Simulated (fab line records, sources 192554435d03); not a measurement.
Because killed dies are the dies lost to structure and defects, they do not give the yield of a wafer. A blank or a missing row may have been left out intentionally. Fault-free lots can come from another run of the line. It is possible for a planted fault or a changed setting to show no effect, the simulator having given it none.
fab line records	flow n5Finfet
[record] lots = 24	wafers = 72	lastDay = 18
route steps=1938 shown BEOL_M6@1241 BEOL_M7@1283 BEOL_M8@1332
lots that met no fault: from a run of the same line without faults
startH: hours from the record's opening day to when the first of the lot's shown wafers began	waitH: hours elapsed since this lot's preceding step	" repeats the value in the row above	L1.1+2: a row that stands for several wafers	- either no value or no given start	* or withheld: withheld	< > ~ a bound
route shown NAME@n: a module of which the file shows steps, and the number in the route of the first	usual: mean/standard deviation of fault-free wafers	same: alike in all rows	chamber/n: place in a boat	sites: each site's reading	_std_site: the standard deviation of these	_edge_site: mean of outer sites minus mean of inner sites	radiusMm: how far each site lies from the wafer's centre	mask NAME#n: copy n	behind: the last tool/chamber to shape the wafer	hold: why the lot was held/for how many hours/how that ended	device: names the non-switching transistor (n, p or np)	end of line: tests run on the same wafers once the route is complete	step lacking rows: just its recipe	killed: not the wafer's yield, but the dies lost to structure and defects at the first sort	map: shows each die of a wafer: x if killed, . if not, _ if none is there
set.NAME: setting as actually run; set.NAME@STEP: the setting as run at that earlier step	model.NAME: the simulator's own value behind a step, which no gauge read
route steps across a sampled set of lots; one table per step, one row per wafer
services: from which hour (startH, from the record's first day; less than 0 if before it) a tool's chamber was out of use, for how many hours, and why
[[steps]]
[step N5_BEOL_M6_STRIP_80]
[recipe] chemistry = N2/H2	timeS = 10	powerW = 450	tempC = 40	pressureMtorr = 20	rfFrequencyHz = 6e+07	biasPowerW = 7	n2FlowSccm = 200	h2FlowSccm = 200
[usual] drypumpMotorCurrentA = 5.7/0.48	h2FlowSccm = 199.9/0.56	oesProductAu = 0.82/0.086	rfVppV = 59.0/0.85	showerheadPlenumPTorr = 2.48/0.056	throttleValvePct = 23.6/0.31
lot.wafer	tool	chamber	startH	waitH	drypumpMotorCurrentA	h2FlowSccm	oesProductAu	rfHoursCounterH	rfVppV	showerheadPlenumPTorr	throttleValvePct
L074.3	rieDiel-01	2	-	-	5.8	199.9	0.88	41	58.8	2.46	23.6
L074.4	"	3	"	"	6.1	199.0	0.81	89	57.9	2.46	23.3
L074.5	"	3	"	"	6.1	199.7	0.82	-	58.4	2.46	23.3
L076.1	rieDiel-06	2	-	-	4.9	199.2	0.90	54	58.8	2.58	24.0
L076.2	"	0	"	"	5.8	200.1	0.79	130	57.6	2.43	23.1
L076.5	"	0	"	"	5.8	200.1	0.78	-	58.3	2.43	23.2
L075.3	rieDiel-01	1	-	-	6.3	200.9	0.92	12	58.4	2.47	23.2
L075.4	"	2	"	"	5.8	200.1	0.87	42	57.9	2.46	23.6
L075.6	"	2	"	"	5.8	199.7	0.86	-	58.7	2.46	23.6
L079.1	rieDiel-01	1	-	-	6.3	200.5	0.92	14	58.6	2.46	23.2
L079.3	"	3	"	"	6.1	199.1	0.82	91	59.5	2.46	23.2
L079.5	"	3	"	"	6.1	198.9	0.81	-	59.9	2.46	23.2
L081.1	rieDiel-01	3	-	-	6.1	200.3	0.82	92	58.1	2.46	23.2
L081.3	"	0	"	"	4.9	199.8	0.67	248	57.9	2.50	24.0
L081.6	"	2	"	"	5.8	200.2	0.87	-	59.6	2.46	23.6
L077.1	rieDiel-01	1	-	-	6.3	199.7	0.93	15	58.8	2.46	23.2
L077.3	"	0	"	"	4.9	199.3	0.66	248	58.2	2.50	23.9
L077.6	"	3	"	"	6.1	199.9	0.82	-	57.9	2.46	23.3
L082.1	rieDiel-06	3	-	-	6.0	200.3	0.66	247	58.4	2.49	24.0
L082.4	"	2	"	"	4.9	200.2	0.88	58	58.8	2.58	24.0
L082.5	"	0	"	"	5.8	200.1	0.77	-	58.0	2.43	23.2
L080.1	rieDiel-06	1	-	-	5.8	199.6	0.68	233	58.4	2.48	23.7
L080.4	"	2	"	"	4.9	200.2	0.89	60	60.1	2.58	24.0
L080.5	"	1	"	"	5.7	200.8	0.68	-	60.2	2.48	23.7
L078.1	rieDiel-01	1	-	-	6.3	199.5	0.89	29	59.6	2.46	23.2
L078.4	"	0	"	"	4.9	200.2	0.94	3	60.2	2.49	23.8
L078.5	"	0	"	"	4.8	200.0	0.94	-	59.3	2.49	23.8
L083.3	rieDiel-01	3	-	-	6.1	199.7	0.80	106	58.9	2.45	23.3
L083.5	"	1	"	"	6.3	201.1	0.89	-	59.6	2.46	23.2
L083.6	"	0	"	"	4.8	199.0	0.94	-	60.4	2.49	23.8
L084.2	rieDiel-06	1	-	-	5.8	200.0	0.67	244	58.7	2.48	23.7
L084.5	"	2	"	"	4.9	199.4	0.88	-	59.2	2.57	24.0
L084.6	"	1	"	"	5.8	200.1	0.69	-	58.6	2.48	23.7
L085.2	rieDiel-06	3	-	-	6.0	199.3	0.97	4	59.0	2.49	23.6
L085.3	"	2	"	"	4.9	199.3	0.86	74	59.5	2.57	24.0
L085.5	"	0	"	"	5.7	200.4	0.76	-	59.6	2.42	23.2
L086.2	rieDiel-01	1	-	-	6.3	199.0	0.89	33	60.1	2.46	23.2
L086.3	"	2	"	"	5.8	199.8	0.85	62	59.8	2.45	23.6
L086.6	"	2	"	"	5.7	199.9	0.85	-	59.2	2.45	23.6
L089.1	rieDiel-03	3	-	-	5.8	200.4	0.76	137	58.6	2.55	23.9
L089.3	"	0	"	"	5.2	200.2	0.69	227	57.5	2.42	23.9
L089.5	"	0	"	"	5.2	199.7	0.69	-	58.6	2.42	23.9
L087.3	rieDiel-01	2	-	-	5.8	199.4	0.84	71	57.5	2.45	23.6
L087.4	"	1	"	"	6.3	199.3	0.87	40	59.6	2.45	23.2
L087.5	"	3	"	"	6.1	199.2	0.79	-	57.8	2.45	23.3
L088.1	rieDiel-03	1	-	-	5.8	200.8	0.86	55	58.7	2.58	23.0
L088.2	"	3	"	"	5.8	199.2	0.77	137	60.8	2.55	23.9
L088.3	"	0	"	"	5.2	199.4	0.69	227	57.8	2.42	24.0
L090.1	rieDiel-01	3	-	-	6.1	200.0	0.79	118	58.1	2.45	23.3
L090.2	"	2	"	"	5.8	200.7	0.83	72	57.2	2.45	23.6
L090.6	"	2	"	"	5.8	200.0	0.83	-	58.8	2.45	23.6
L091.1	rieDiel-06	1	-	-	5.7	200.2	0.93	8	59.8	2.47	23.4
L091.4	"	0	"	"	5.8	199.6	0.74	167	58.2	2.41	23.2
L091.5	"	0	"	"	5.8	199.1	0.75	-	60.3	2.41	23.2
L092.2	rieDiel-06	0	-	-	5.8	199.4	0.74	169	58.1	2.41	23.2
L092.4	"	3	"	"	6.0	200.2	0.90	23	59.5	2.48	23.6
L092.6	"	2	"	"	4.9	199.5	0.84	-	58.1	2.56	24.0
L093.2	rieDiel-03	0	-	-	5.2	200.1	0.68	237	57.8	2.42	24.0
L093.3	"	2	"	"	5.8	201.3	0.89	31	60.0	2.70	23.7
L093.6	"	0	"	"	5.2	199.5	0.69	-	57.4	2.42	23.9
L094.1	rieDiel-06	3	-	-	6.0	200.0	0.91	25	58.3	2.48	23.6
L094.2	"	1	"	"	5.8	200.1	0.93	12	60.3	2.47	23.5
L094.4	"	0	"	"	5.7	200.0	0.74	170	59.1	2.41	23.2
L095.4	rieDiel-06	2	-	-	4.9	200.1	0.83	97	60.5	2.56	24.0
L095.5	"	3	"	"	6.0	198.7	0.90	-	59.7	2.48	23.6
L095.6	"	0	"	"	5.8	200.2	0.74	-	57.7	2.41	23.2
L097.2	rieDiel-01	0	-	-	4.9	199.9	0.87	29	59.4	2.48	23.8
L097.3	"	1	"	"	6.4	200.1	0.84	56	59.6	2.45	23.3
L097.6	"	0	"	"	4.9	200.1	0.87	-	59.1	2.48	23.8
L096.1	rieDiel-01	0	-	-	4.9	199.8	0.87	29	58.9	2.48	23.8
L096.3	"	2	"	"	5.8	200.4	0.82	86	59.0	2.44	23.6
L096.5	"	2	"	"	5.8	200.2	0.82	-	59.3	2.44	23.6
[step N5_BEOL_M6_DEGAS_44]
[recipe] ambient = vacuum	tempC = 250	timeS = 60
[usual] heaterPowerW = 335/37
lot.wafer	tool	chamber	startH	waitH	heaterPowerW
L074.3	pvdSputter-01	-	221.41	0.2	391
L074.4	"	-	"	"	313
L074.5	"	-	"	"	312
L076.1	pvdSputter-01	-	224.43	0.4	384
L076.2	"	-	"	"	265
L076.5	"	-	"	"	309
L075.3	pvdSputter-01	-	224.99	0.2	268
L075.4	"	-	"	"	317
L075.6	"	-	"	"	262
L079.1	pvdSputter-01	-	230.18	0.3	397
L079.3	"	-	"	"	314
L079.5	"	-	"	"	266
L081.1	pvdSputter-01	-	233.13	0.5	316
L081.3	"	-	"	"	268
L081.6	"	-	"	"	306
L077.1	pvdSputter-02	-	233.25	0.3	333
L077.3	"	-	"	"	340
L077.6	"	-	"	"	330
L082.1	pvdSputter-03	-	236.71	0.3	334
L082.4	"	-	"	"	328
L082.5	"	-	"	"	331
L080.1	pvdSputter-03	-	241.83	0.7	372
L080.4	"	-	"	"	391
L080.5	"	-	"	"	315
L078.1	pvdSputter-03	-	265.48	0.5	372
L078.4	"	-	"	"	387
L078.5	"	-	"	"	322
L083.3	pvdSputter-01	-	268.49	0.4	319
L083.5	"	-	"	"	382
L083.6	"	-	"	"	265
L084.2	pvdSputter-03	-	268.57	0.2	337
L084.5	"	-	"	"	387
L084.6	"	-	"	"	324
L085.2	pvdSputter-03	-	271.55	0.4	323
L085.3	"	-	"	"	402
L085.5	"	-	"	"	326
L086.2	pvdSputter-03	-	275.98	0.4	337
L086.3	"	-	"	"	370
L086.6	"	-	"	"	371
L087.3	pvdSputter-02	-	299.89	0.2	334
L087.4	"	-	"	"	330
L087.5	"	-	"	"	332
L089.1	pvdSputter-02	-	300.09	0.6	330
L089.3	"	-	"	"	312
L089.5	"	-	"	"	325
L088.1	pvdSputter-03	-	300.25	0.3	324
L088.2	"	-	"	"	372
L088.3	"	-	"	"	339
L090.1	pvdSputter-01	-	303.96	1.9	319
L090.2	"	-	"	"	264
L090.6	"	-	"	"	318
L091.1	pvdSputter-02	-	316.53	0.5	337
L091.4	"	-	"	"	308
L091.5	"	-	"	"	326
L092.2	pvdSputter-03	-	319.56	0.6	368
L092.4	"	-	"	"	332
L092.6	"	-	"	"	374
L093.2	pvdSputter-01	-	323.59	0.3	317
L093.3	"	-	"	"	315
L093.6	"	-	"	"	313
L094.1	pvdSputter-03	-	325.74	2.0	397
L094.2	"	-	"	"	320
L094.4	"	-	"	"	344
L095.4	pvdSputter-01	-	326.69	0.2	267
L095.5	"	-	"	"	318
L095.6	"	-	"	"	313
L097.2	pvdSputter-03	-	343.36	0.3	333
L097.3	"	-	"	"	377
L097.6	"	-	"	"	330
L096.1	pvdSputter-02	-	343.77	0.3	337
L096.3	"	-	"	"	302
L096.5	"	-	"	"	305
[step N5_BEOL_M6_ALD_77]
[recipe] material = TaN	targetThkA = 20	tempC = 275	aldPrecursorFamily = PDMAT	aldCoReactant = NH3	pressureTorr = 3	carrierFlowSccm = 1500	pulseTimeS = 2	purgeTimeS = 3	coReactantPurgeTimeS = 2	coReactantPulseTimeS = 3	aldCycles = 40	precursorVesselTempC = 75	precursorVesselPressureTorr = 26.25	precursorVesselCarrierSccm = 1000
[usual] heaterPowerOuterW = 248/32	heaterPowerW = 433/47
lot.wafer	tool	chamber	startH	waitH	heaterPowerOuterW	heaterPowerW
L074.3	aldMetal-03	2	221.51	0.0	277	485
L074.4	"	0	"	"	248	406
L074.5	"	3	"	"	193	327
L076.1	aldMetal-03	2	224.61	0.1	279	472
L076.2	"	3	"	"	196	336
L076.5	"	1	"	"	288	477
L075.3	aldMetal-01	3	225.17	0.1	242	420
L075.4	"	1	"	"	247	440
L075.6	"	3	"	"	239	441
L079.1	aldMetal-04	1	230.28	0.0	282	451
L079.3	"	0	"	"	221	404
L079.5	"	3	"	"	226	432
L081.1	aldMetal-01	1	233.25	0.1	245	439
L081.3	"	2	"	"	192	359
L081.6	"	0	"	"	217	397
L077.1	aldMetal-03	2	233.35	0.0	272	486
L077.3	"	1	"	"	277	495
L077.6	"	2	"	"	272	473
L082.1	aldMetal-04	0	237.04	0.3	224	396
L082.4	"	1	"	"	277	446
L082.5	"	3	"	"	228	440
L080.1	aldMetal-04	3	241.94	0.1	218	444
L080.4	"	0	"	"	223	405
L080.5	"	1	"	"	280	442
L078.1	aldMetal-01	2	265.81	0.3	196	363
L078.4	"	1	"	"	241	445
L078.5	"	0	"	"	216	387
L083.3	aldMetal-04	1	268.59	0.0	283	451
L083.5	"	2	"	"	283	479
L083.6	"	3	"	"	226	446
L084.2	aldMetal-01	1	268.68	0.1	248	434
L084.5	"	1	"	"	246	444
L084.6	"	2	"	"	194	354
L085.2	aldMetal-03	0	271.78	0.2	245	408
L085.3	"	2	"	"	269	479
L085.5	"	1	"	"	283	490
L086.2	aldMetal-04	0	276.09	0.1	224	405
L086.3	"	1	"	"	275	447
L086.6	"	0	"	"	223	399
L087.3	aldMetal-03	3	299.99	0.0	194	338
L087.4	"	1	"	"	277	480
L087.5	"	2	"	"	271	477
L089.1	aldMetal-04	3	300.21	0.1	224	437
L089.3	"	2	"	"	283	474
L089.5	"	1	"	"	276	466
L088.1	aldMetal-03	2	300.35	0.0	268	495
L088.2	"	0	"	"	246	411
L088.3	"	1	"	"	285	483
L090.1	aldMetal-03	0	304.06	0.0	247	413
L090.2	"	1	"	"	278	496
L090.6	"	2	"	"	271	474
L091.1	aldMetal-01	2	316.65	0.1	192	357
L091.4	"	1	"	"	245	448
L091.5	"	0	"	"	216	395
L092.2	aldMetal-03	1	319.68	0.1	286	488
L092.4	"	3	"	"	195	321
L092.6	"	2	"	"	273	488
L093.2	aldMetal-03	1	323.72	0.1	278	480
L093.3	"	0	"	"	246	414
L093.6	"	1	"	"	285	480
L094.1	aldMetal-03	0	325.85	0.1	253	418
L094.2	"	2	"	"	271	470
L094.4	"	1	"	"	284	486
L095.4	aldMetal-04	3	326.85	0.1	221	435
L095.5	"	2	"	"	285	475
L095.6	"	3	"	"	224	434
L097.2	aldMetal-04	0	343.47	0.1	223	412
L097.3	"	1	"	"	288	448
L097.6	"	3	"	"	227	436
L096.1	aldMetal-04	1	343.87	0.0	289	445
L096.3	"	0	"	"	225	399
L096.5	"	1	"	"	276	457
[step N5_BEOL_M7_STRIP_67]
[recipe] chemistry = CF4	resist = SiARC	powerW = 300	biasPowerW = 75	pressureMtorr = 50	cf4FlowSccm = 150	rfFrequencyHz = 6e+07
[usual] drypumpMotorCurrentA = 5.63/0.28	oesProductAu = 0.81/0.099	rfVppV = 271.1/1.6	showerheadPlenumPTorr = 1.79/0.054	throttleValvePct = 13.5/0.31
lot.wafer	tool	chamber	startH	waitH	drypumpMotorCurrentA	oesProductAu	rfHoursCounterH	rfVppV	showerheadPlenumPTorr	throttleValvePct
L074.3	rieDiel-04	0	228.34	0.0	5.70	0.72	198	271.2	1.77	13.9
L074.4	"	3	"	"	5.49	0.70	232	269.3	1.71	14.0
L074.5	"	3	"	"	5.49	0.70	-	268.2	1.71	14.0
L076.1	rieDiel-05	3	230.90	0.0	6.32	0.93	13	272.1	1.90	13.5
L076.2	"	2	"	"	5.83	0.73	168	271.0	1.78	13.5
L076.5	"	2	"	"	5.84	0.73	-	269.8	1.78	13.4
L075.3	rieDiel-02	0	231.60	0.0	5.29	0.72	196	269.1	1.73	13.8
L075.4	"	3	"	"	5.46	0.92	-	270.1	1.76	13.5
L075.6	"	2	"	"	5.67	0.97	-	273.5	1.83	13.1
L079.1	rieDiel-04	1	233.76	0.0	5.93	0.72	185	272.5	1.86	13.6
L079.3	"	2	"	"	5.76	0.93	6	270.8	1.76	13.2
L079.5	"	1	"	"	5.95	0.72	-	272.4	1.86	13.6
L081.1	rieDiel-05	3	240.10	0.0	6.29	0.92	15	274.8	1.90	13.5
L081.3	"	2	"	"	5.84	0.72	170	269.8	1.78	13.5
L081.6	"	1	"	"	5.11	0.84	-	273.0	1.84	13.4
L077.1	rieDiel-02	3	240.34	0.0	5.49	0.92	9	269.6	1.75	13.5
L077.3	"	0	"	"	5.30	0.72	198	269.7	1.73	13.8
L077.6	"	0	"	"	5.30	0.72	-	269.2	1.73	13.8
L082.1	rieDiel-04	0	243.63	0.0	5.70	0.72	201	270.1	1.77	13.9
L082.4	"	1	"	"	5.93	0.72	-	272.7	1.86	13.6
L082.5	"	3	"	"	5.49	0.70	-	269.8	1.70	14.0
L080.1	rieDiel-02	3	248.06	0.0	5.47	0.91	11	269.8	1.75	13.5
L080.4	"	2	"	"	5.65	0.94	-	270.7	1.83	13.1
L080.5	"	0	"	"	5.29	0.73	-	268.7	1.73	13.9
L078.1	rieDiel-05	1	271.75	0.0	5.11	0.83	60	272.1	1.84	13.4
L078.4	"	0	"	"	5.30	0.72	193	271.4	1.78	13.6
L078.5	"	1	"	"	5.10	0.83	-	272.8	1.84	13.5
L083.3	rieDiel-02	2	275.55	0.0	5.67	0.92	13	272.7	1.83	13.1
L083.5	"	2	"	"	5.68	0.91	-	272.4	1.83	13.1
L083.6	"	1	"	"	5.81	0.94	-	272.1	1.82	13.1
L084.2	rieDiel-02	2	275.81	0.0	5.70	0.92	14	272.0	1.83	13.1
L084.5	"	0	"	"	5.31	0.72	-	270.6	1.72	13.9
L084.6	"	1	"	"	5.86	0.94	-	274.0	1.82	13.1
L085.2	rieDiel-02	0	277.03	0.0	5.30	0.71	209	267.8	1.72	13.9
L085.3	"	1	"	"	5.87	0.93	6	271.2	1.82	13.1
L085.5	"	0	"	"	5.28	0.72	-	269.7	1.72	13.9
L086.2	rieDiel-04	3	280.42	0.0	5.48	0.70	244	270.9	1.70	14.0
L086.3	"	2	"	"	5.76	0.91	14	269.7	1.76	13.2
L086.6	"	0	"	"	5.68	0.71	-	270.0	1.77	14.0
L089.1	rieDiel-02	2	304.96	0.0	5.68	0.90	24	273.8	1.82	13.2
L089.3	"	3	"	"	5.44	0.87	25	268.8	1.75	13.5
L089.5	"	2	"	"	5.71	0.91	-	272.2	1.82	13.2
L087.3	rieDiel-05	3	305.16	0.0	6.31	0.89	33	273.3	1.90	13.5
L087.4	"	0	"	"	5.31	0.71	203	271.4	1.77	13.7
L087.5	"	3	"	"	6.37	0.88	-	273.2	1.90	13.5
L088.1	rieDiel-04	2	305.45	0.0	5.79	0.90	23	271.2	1.76	13.2
L088.2	"	1	"	"	5.89	0.70	205	271.9	1.86	13.6
L088.3	"	0	"	"	5.69	0.70	219	270.1	1.76	14.0
L090.1	rieDiel-05	1	309.25	0.0	5.11	0.82	71	271.7	1.84	13.5
L090.2	"	0	"	"	5.36	0.70	204	269.7	1.77	13.7
L090.6	"	0	"	"	5.35	0.71	-	271.1	1.77	13.7
L091.1	rieDiel-02	3	320.64	0.0	5.50	0.86	32	269.7	1.75	13.5
L091.4	"	2	"	"	5.65	0.88	31	271.2	1.82	13.2
L091.5	"	1	"	"	5.81	0.90	-	273.3	1.82	13.1
L092.2	rieDiel-02	3	323.77	0.0	5.46	0.85	33	271.0	1.75	13.5
L092.4	"	1	"	"	5.82	0.89	18	271.6	1.82	13.1
L092.6	"	0	"	"	5.29	0.70	-	269.6	1.72	13.9
L093.2	rieDiel-02	2	329.81	0.0	5.67	0.88	35	271.8	1.82	13.2
L093.3	"	0	"	"	5.31	0.70	231	269.6	1.72	13.9
L093.6	"	2	"	"	5.69	0.87	-	270.7	1.82	13.2
L094.1	rieDiel-04	3	330.80	0.0	5.50	0.96	3	272.4	1.91	13.5
L094.2	"	1	"	"	5.92	0.69	216	273.2	1.85	13.7
L094.4	"	2	"	"	5.76	0.87	33	270.5	1.76	13.2
L095.4	rieDiel-04	2	331.83	0.0	5.79	0.86	34	270.8	1.76	13.2
L095.5	"	1	"	"	5.94	0.70	-	271.7	1.85	13.7
L095.6	"	0	"	"	5.69	0.70	-	271.9	1.76	14.0
L097.2	rieDiel-04	0	348.27	0.0	5.69	0.70	236	270.8	1.76	14.0
L097.3	"	3	"	"	5.49	0.94	9	273.0	1.91	13.5
L097.6	"	0	"	"	5.71	0.69	-	270.4	1.76	14.0
L096.1	rieDiel-02	2	348.84	0.0	5.69	0.86	43	270.8	1.82	13.2
L096.3	"	0	"	"	5.30	0.70	240	268.0	1.72	13.9
L096.5	"	0	"	"	5.30	0.70	-	268.1	1.72	13.9
[step N5_BEOL_M8_ILD_DEP_00]
[recipe] material = SiCOH_lowk	targetThkA = 1797.5	tempC = 300	precursor = DEMS/porogen	pressureTorr = 5	rfW = 500	timeS = 33.4
[usual] heaterPowerOuterW = 146/45	heaterPowerW = 303/64	showerheadPlenumPTorr = 5.733/0.02	throttleValvePct = 13.8/0.51
lot.wafer	tool	chamber	startH	waitH	heaterPowerOuterW	heaterPowerW	showerheadPlenumPTorr	throttleValvePct
L074.3	pecvd-03	0	232.94	0.0	130	249	5.717	13.4
L074.4	"	0	"	"	132	263	5.720	13.4
L074.5	"	1	"	"	154	331	5.730	14.6
L076.1	pecvd-01	1	235.85	0.0	117	272	5.731	14.4
L076.2	"	2	"	"	137	276	5.703	13.3
L076.5	"	1	"	"	119	275	5.745	14.3
L075.3	pecvd-03	2	239.25	0.0	81	239	5.748	13.0
L075.4	"	2	"	"	83	236	5.755	12.8
L075.6	"	0	"	"	156	280	5.729	13.3
L079.1	pecvd-04	2	240.21	0.0	141	284	5.747	13.5
L079.3	"	1	"	"	183	345	5.720	13.3
L079.5	"	0	"	"	258	455	5.763	14.1
L081.1	pecvd-03	0	246.99	0.0	121	250	5.704	13.5
L081.3	"	0	"	"	126	247	5.731	13.7
L081.6	"	0	"	"	131	263	5.710	13.7
L077.1	pecvd-04	0	247.25	0.0	247	449	5.764	14.1
L077.3	"	2	"	"	163	309	5.731	13.4
L077.6	"	0	"	"	245	444	5.761	13.8
L082.1	pecvd-03	0	248.19	0.0	162	297	5.711	13.8
L082.4	"	0	"	"	162	298	5.727	13.5
L082.5	"	0	"	"	168	292	5.734	13.4
L080.1	pecvd-03	2	256.09	0.0	95	238	5.748	13.3
L080.4	"	2	"	"	98	254	5.750	13.2
L080.5	"	0	"	"	140	280	5.718	13.5
L078.1	pecvd-01	0	277.40	0.0	111	251	5.703	13.6
L078.4	"	0	"	"	113	262	5.718	13.8
L078.5	"	1	"	"	113	263	5.730	14.5
L083.3	pecvd-01	2	282.01	0.0	105	234	5.728	13.2
L083.5	"	1	"	"	127	280	5.726	14.4
L083.6	"	2	"	"	109	247	5.736	13.4
L084.2	pecvd-01	2	282.27	0.0	134	274	5.727	13.2
L084.5	"	0	"	"	119	262	5.699	13.9
L084.6	"	2	"	"	142	289	5.706	13.3
L085.2	pecvd-04	1	282.47	0.0	184	355	5.708	13.1
L085.3	"	2	"	"	166	325	5.752	13.6
L085.5	"	0	"	"	240	435	5.767	14.0
L086.2	pecvd-01	0	284.90	0.0	143	287	5.694	14.0
L086.3	"	2	"	"	101	227	5.713	13.2
L086.6	"	0	"	"	143	297	5.710	13.7
L089.1	pecvd-03	1	311.32	0.0	160	332	5.744	14.6
L089.3	"	2	"	"	83	238	5.747	13.2
L089.5	"	1	"	"	160	340	5.753	14.2
L087.3	pecvd-04	1	311.70	0.1	182	347	5.719	13.1
L087.4	"	0	"	"	237	438	5.782	13.8
L087.5	"	1	"	"	186	362	5.729	13.1
L088.1	pecvd-03	2	311.90	0.0	96	252	5.769	13.1
L088.2	"	0	"	"	154	288	5.722	13.8
L088.3	"	1	"	"	115	284	5.740	14.5
L090.1	pecvd-01	0	313.58	0.0	112	252	5.696	13.8
L090.2	"	1	"	"	111	249	5.721	14.6
L090.6	"	2	"	"	111	244	5.707	13.2
L091.1	pecvd-04	0	326.69	0.0	240	434	5.754	14.1
L091.4	"	1	"	"	184	358	5.716	13.0
L091.5	"	0	"	"	247	444	5.768	14.4
L092.2	pecvd-04	1	329.80	0.0	192	355	5.722	13.1
L092.4	"	1	"	"	195	377	5.714	13.4
L092.6	"	0	"	"	226	424	5.751	14.1
L093.2	pecvd-03	0	334.91	0.0	117	244	5.731	13.5
L093.3	"	1	"	"	119	279	5.737	14.6
L093.6	"	1	"	"	121	287	5.746	14.4
L094.1	pecvd-01	1	336.75	0.0	114	257	5.721	14.3
L094.2	"	2	"	"	147	286	5.703	13.2
L094.4	"	2	"	"	96	229	5.708	13.2
L095.4	pecvd-04	1	340.32	0.1	203	378	5.715	13.4
L095.5	"	0	"	"	235	444	5.758	14.2
L095.6	"	2	"	"	166	320	5.740	13.7
L097.2	pecvd-03	1	356.46	0.0	140	316	5.749	14.5
L097.3	"	2	"	"	86	232	5.742	13.2
L097.6	"	0	"	"	146	275	5.705	13.7
L096.1	pecvd-04	1	356.76	0.0	191	370	5.699	13.5
L096.3	"	0	"	"	218	417	5.778	13.9
L096.5	"	2	"	"	118	256	5.735	13.6
[step N5_BEOL_M8_OVL_MEAS_12]
[recipe] pointsPerWafer = 44
[usual] M8_OVL = -0.2/0.67
lot.wafer	tool	chamber	startH	waitH	M8_OVL[nm]
L074.3	overlay-01	0	236.56	0.0	0.2
L074.4	"	0	"	"	-0.6
L074.5	"	0	"	"	-0.4
L076.1	overlay-01	0	237.22	0.1	0.3
L076.2	"	0	"	"	-0.7
L076.5	"	0	"	"	-0.2
L075.3	overlay-01	0	240.32	0.0	0.3
L075.4	"	0	"	"	-0.6
L075.6	"	0	"	"	0.4
L079.1	overlay-01	0	242.50	0.0	-0.4
L079.3	"	0	"	"	-0.5
L079.5	"	0	"	"	-0.2
L081.1	overlay-01	0	248.21	0.0	-1.2
L081.3	"	0	"	"	-1.4
L081.6	"	0	"	"	0.3
L077.1	overlay-01	0	250.75	0.0	-0.1
L077.3	"	0	"	"	-1.4
L077.6	"	0	"	"	-0.2
L082.1	overlay-01	0	250.93	0.0	0.6
L082.4	"	0	"	"	-1.1
L082.5	"	0	"	"	0.3
L080.1	overlay-01	0	258.85	0.0	0.6
L080.4	"	0	"	"	-0.9
L080.5	"	0	"	"	0.5
L078.1	overlay-02	0	279.67	0.0	-0.5
L078.4	"	0	"	"	-0.3
L078.5	"	0	"	"	-0.2
L083.3	overlay-02	0	283.44	0.0	0.5
L083.5	"	0	"	"	0.0
L083.6	"	0	"	"	-0.4
L084.2	overlay-02	0	284.46	0.0	-1.7
L084.5	"	0	"	"	-1.1
L084.6	"	0	"	"	-1.1
L085.2	overlay-01	0	284.86	0.0	-0.4
L085.3	"	0	"	"	-0.3
L085.5	"	0	"	"	-0.9
L086.2	overlay-02	0	289.56	0.0	-0.2
L086.3	"	0	"	"	0.4
L086.6	"	0	"	"	-0.1
L089.1	overlay-02	0	313.19	0.0	1.2
L089.3	"	0	"	"	0.1
L089.5	"	0	"	"	0.0
L087.3	overlay-01	0	313.61	0.0	0.2
L087.4	"	0	"	"	1.5
L087.5	"	0	"	"	-0.6
L088.1	overlay-01	0	313.84	0.0	-0.4
L088.2	"	0	"	"	0.3
L088.3	"	0	"	"	-0.5
L090.1	overlay-02	0	316.37	0.0	0.3
L090.2	"	0	"	"	0.9
L090.6	"	0	"	"	0.7
L091.1	overlay-01	0	328.79	0.0	-0.6
L091.4	"	0	"	"	-0.4
L091.5	"	0	"	"	-0.4
L092.2	overlay-01	0	332.16	0.0	-0.9
L092.4	"	0	"	"	-0.4
L092.6	"	0	"	"	0.2
L093.2	overlay-01	0	336.97	0.0	-0.3
L093.3	"	0	"	"	-0.3
L093.6	"	0	"	"	-0.5
L094.1	overlay-02	0	340.01	0.0	0.2
L094.2	"	0	"	"	1.1
L094.4	"	0	"	"	-0.3
L095.4	overlay-02	0	343.06	0.0	-1.1
L095.5	"	0	"	"	-0.1
L095.6	"	0	"	"	-0.7
L097.2	overlay-02	0	359.34	0.0	-0.5
L097.3	"	0	"	"	0.6
L097.6	"	0	"	"	0.7
L096.1	overlay-02	0	359.73	0.0	-1.0
L096.3	"	0	"	"	-0.9
L096.5	"	0	"	"	-0.5
[[services]]
tool	chamber	startH	hours	kind
rieDiel-03	2	201.74	28.7	repair
pecvd-03	-	203.07	0.6	repair
pvdSputter-02	-	207.13	4.6	repair
rieDiel-04	0	207.73	1.7	repair
rieDiel-06	1	214.36	13.2	repair
aldMetal-04	2	218.00	7.0	repair
rieDiel-03	-	219.88	28.1	pm
rieDiel-01	0	238.87	-	clean
rieDiel-01	0	238.87	-	consumableReplace:focusRing
rieDiel-01	0	238.87	17.9	scheduledDown
pvdSputter-03	-	239.40	1.2	repair
rieDiel-04	2	240.24	10.5	repair
pecvd-03	2	241.42	8.2	repair
rieDiel-02	-	257.01	2.8	pm
rieDiel-02	3	261.30	17.6	repair
aldMetal-04	-	284.19	6.0	pm
rieDiel-01	2	306.55	1.8	repair
rieDiel-02	1	307.24	11.4	repair
aldMetal-04	-	307.40	8.7	pm
rieDiel-01	-	317.64	2.8	pm
aldMetal-04	-	318.94	2.8	pm
rieDiel-05	-	330.98	14.6	pm
pecvd-03	-	352.80	0.8	pm
pvdSputter-01	-	352.83	2.6	repair
[[key]]
fault none
